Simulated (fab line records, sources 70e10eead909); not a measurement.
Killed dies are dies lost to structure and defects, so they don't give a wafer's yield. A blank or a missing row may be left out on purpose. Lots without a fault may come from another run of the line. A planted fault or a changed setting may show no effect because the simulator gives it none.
Which tool did it? | flow nand_harc | 7 lots, 21 wafers sampled, at 2 steps of a route of 1302

WHAT THE GAUGES READ, wafer by wafer
NHARC_A_ONON_D2_THK_MEAS_27: measures by ellipsometry.
lot  | measured     | on            | thk_nm (nm)
L718 | day 13 08:10 | film_metro-02 | 1008 1009 1010
L724 | day 16 13:26 | film_metro-01 | 1113 996 1112
L730 | day 19 11:29 | film_metro-01 | 995 996 993
L734 | day 20 01:43 | film_metro-01 | 998 997 998
L735 | day 21 06:20 | film_metro-01 | 992 992 991
L737 | day 21 22:19 | film_metro-02 | 1000 1000 1002
L739 | day 22 11:22 | film_metro-02 | 986 985 985

WHICH TOOL RAN EACH LOT (tool, then ch and the chambers of the sampled wafers, then the start)
lot  | NHARC_A_ONON_D2_DEP_25
L718 | pecvd_onon-02 ch 0, day 13 07:40
L724 | pecvd_onon-04 ch 0, day 16 12:56
L730 | pecvd_onon-02 ch 0, day 19 11:02
L734 | pecvd_onon-02 ch 0, day 20 01:13
L735 | pecvd_onon-01 ch 0, day 21 06:00
L737 | pecvd_onon-01 ch 0, day 21 21:49
L739 | pecvd_onon-01 ch 0, day 22 10:52
- NHARC_A_ONON_D2_DEP_25: target thk 1000 nm.

THE ANSWER, worked out from the rows above alone
Rule: what is usual is taken from the lots themselves. Put in order of their means at a reading, lots are off if they are a third of the lots or fewer, leave a main group of 4 or more, and stand apart from it by a gap of 3 or more times the standard deviation of the main group's means; of several such gaps the widest counts. A main group whose means are all the same, to the digits that the tables above print for the reading, isn't used. A lot without any number at a reading at which 4 lots or more have one is off too. The other lots that the step has rows for count as sound.
Off: L724, at NHARC_A_ONON_D2_THK_MEAS_27 (thk_nm). The main group: mean 996 nm, standard deviation 7.4.
A tool fits if, at a process step before that reading, it ran every lot that is off, and no sound lot after the first of them. The gauges at NHARC_A_ONON_D2_THK_MEAS_27 are tried like those tools. One fits: pecvd_onon-04 at NHARC_A_ONON_D2_DEP_25. It ran no sound lot before its first lot that is off in this sample, so the start can't be narrowed down.

WHAT THE SIMULATOR HAD PUT IN
Process parameter drift: pecvd_onon-04, from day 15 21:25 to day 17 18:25, at NHARC_A_ONON_D2_DEP_25. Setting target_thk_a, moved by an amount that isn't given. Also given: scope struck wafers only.
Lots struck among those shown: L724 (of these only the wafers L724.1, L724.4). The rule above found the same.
